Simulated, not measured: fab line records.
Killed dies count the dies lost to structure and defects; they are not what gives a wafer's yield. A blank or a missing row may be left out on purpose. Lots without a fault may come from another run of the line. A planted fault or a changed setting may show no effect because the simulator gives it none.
Problem report, 8D (eight disciplines) form, completed by code ; flow n5-finfet ; the parts of the form that need people (team, actions taken, sign-off) are left out
Where a reading is given only as a bound, like >300, the bound stands for it, and a mean or a difference that rests on one is marked > or <: the true number lies beyond.

## 1. WHAT IS WRONG
raw-defect-count at N5_DUMMY_GATE_INSPECT_17 reads a mean of 1079 on 3 wafers of 3 lots; wafers without a fault read 226 with a standard deviation of 62. That puts it +14 standard deviations away from the usual mean.
The step: inspects for defects (brightfield).
The first sign was on wafer L526.2 at day 5 00:59, on defect-inspect-01. The record has a number at this step for 24 wafers belonging to 8 lots. Rule for "out", or "out of limits": more than 4 standard deviations from the usual mean. Any other wafer with a number is counted as sound.

## 2. WHAT IT IS; WHAT IT IS NOT
question;is;is not
which readings at this step;raw-defect-count;-
which lots;L526, L527, L528;L522, L525, L539, L540, L541
which wafers of those lots;L526.2, L527.5, L528.1;L526.4, L526.5, L527.4, L527.6, L528.2, L528.4
read on which gauges;defect-inspect-01;defect-inspect-02
when;from day 5 00:59;"up to then (8 sound wafers); but 13 sound wafers of L527, L528, L539, L540, L541 came after"

## 3. THE SUSPECTS, EACH WITH WHAT RULES IT OUT
Counting: if a tool at a process step up to the reading ran every lot that is out, it stays a suspect. Sound lots after the first of them don't rule it out here, since some wafers of a struck lot are sound.
- the gauge at N5_DUMMY_GATE_INSPECT_17 has been ruled out. All the wafers that are out were read on defect-inspect-01, but those of them that N5_PASSIVATION_PROBE_49 has rows for are out there too, on other tools.
- cmp-02 at N5_DUMMY_GATE_CMP_04 (polishes a-Si): kept. It processed each lot that is out (first: L526, day 4 18:20); up to then, its last sound lot is L525 (day 4 12:56).
- Within cmp-02 at N5_DUMMY_GATE_CMP_04: the wafers that are out ran in chamber 2; their sound lot-mates ran in chambers 0, 1, 3.
Remaining after the count: cmp-02 at N5_DUMMY_GATE_CMP_04.

## 4. THE CAUSE (what the simulator had put in)
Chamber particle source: cmp-02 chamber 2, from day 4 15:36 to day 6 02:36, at N5_DUMMY_GATE_CMP_04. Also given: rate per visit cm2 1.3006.
Only this tool survived the counting.

## 5. SEQUENCE OF EFFECTS, ordered by route
Each row: a reading whose mean over the struck wafers that have a number lies more than 3 standard deviations from the usual. Only readings for which the record gives a usual standard deviation are gone through. hours: the time from each lot's start at the first step in this table that gives one to its start at this step, as a median over the lots. sigmas: the change in usual standard deviations.
hours;step;reading;usual;on struck wafers;change;sigmas
0;N5_DUMMY_GATE_INSPECT_17;raw-defect-count;226;1079;+853;+14
1;N5_DUMMY_GATE_INSPECT_27;raw-defect-count;341;1177;+836;+9.0
2;N5_SPACER0_INSPECT_04;raw-defect-count;159;1004;+845;+21
2;N5_SD_EPI_N_INSPECT_11;raw-defect-count;2.0;>300;>+298;+99 or more
275;N5_PASSIVATION_PROBE_49;defect-limited-yield;91.1 %;46.0;-45.1;-32
275;N5_PASSIVATION_PROBE_49;killed-at-front-end;41;594;+553;+46
275;N5_PASSIVATION_PROBE_49;killed-dies;105;638;+533;+31
275;N5_PASSIVATION_PROBE_49;killed-on-rim;13;83;+70;+19
275;N5_PASSIVATION_PROBE_49;sort_bin_5_function;5.3 %;34.2;+28.9;+29
275;N5_PASSIVATION_PROBE_49;sort_bin_6_memory;3.3 %;15.7;+12.4;+19
275;N5_PASSIVATION_PROBE_49;sort-n-pass;1075;542;-533;-31
275;N5_PASSIVATION_PROBE_49;sort-yield-pct;91.1 %;46.0;-45.1;-32
The process steps in it:
- N5_PASSIVATION_PROBE_49
Later steps that measure or inspect, where all struck wafers having a row at the step show a number for every such reading and not one has moved that far: N5_BEOL_M4_RC_MEAS_101.

## 6. HOW IT WOULD HAVE BEEN CAUGHT EARLIER
Counted from the fault's start at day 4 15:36, it took 9 hours until the first out-of-limits reading at a measuring or inspecting step in this record, taken at day 5 00:59.
Tool readings at N5_DUMMY_GATE_CMP_04 with a usual standard deviation given in the record: none out on any struck wafer, hence no alarm at a limit of 4 standard deviations on them.
L528, from the lots that are out (3), started N5_DUMMY_GATE_CMP_04 on cmp-02 later than day 5 00:59. Holding the tool at that time would have saved it.
